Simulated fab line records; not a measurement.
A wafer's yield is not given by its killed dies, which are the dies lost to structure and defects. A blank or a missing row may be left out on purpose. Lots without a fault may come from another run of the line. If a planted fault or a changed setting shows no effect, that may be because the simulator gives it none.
Matching of chambers    flow n5Finfet    rieDiel-04 running N5_BEOL_M15_STRIP_36: 4 sister chambers
The step strips in O2. 8 wafers are shown with their chamber, then 10 later ones without.

WAFERS WITH THEIR CHAMBER
wafer   chamber  showerheadPlenumPTorr (Torr)  drypumpMotorCurrentA (A)
L080.1  2        2.21                          5.3
L082.1  2        2.21                          5.4
L082.2  1        2.04                          5.8
L083.1  0        2.25                          6.3
L083.2  3        2.12                          5.4
L083.4  1        2.04                          5.8
L085.2  3        2.11                          5.4
L085.3  0        2.25                          6.4

WAFERS MISSING THEIR CHAMBER
wafer   showerheadPlenumPTorr (Torr)  drypumpMotorCurrentA (A)
L085.6  2.12                          5.4
L087.1  2.11                          5.5
L087.3  2.25                          6.3
L087.6  2.20                          5.3
L090.1  2.24                          6.3
L090.4  2.04                          5.8
L090.5  2.11                          5.4
L095.2  2.24                          6.3
L095.3  2.04                          5.8
L095.4  2.20                          5.4

WHICH CHAMBER EACH WENT THROUGH
wafer   from the rows above  in truth
L085.6  3                    3
L087.1  3                    3
L087.3  0                    0
L087.6  2                    2
L090.1  0                    0
L090.4  1                    1
L090.5  3                    3
L095.2  0                    0
L095.3  1                    1
L095.4  2                    2
Correctly placed: 10 of 10. From these rows, 0 cannot be placed. Wrongly placed: 0.
How it was worked out, from the rows above alone: a wafer's distance from a chamber is the root of the sum, over the readings, of the square of ((its reading less the chamber's mean) divided by the reading's scatter). The wafer belongs to the nearest chamber; if the next one is less than 2 further off, it can't be placed. Each chamber's mean is taken over the wafers shown for it. How the scatter is found: for the shown wafers, subtract from each reading the mean of its chamber, square and add these, divide the total by (wafers less chambers), then take the root.
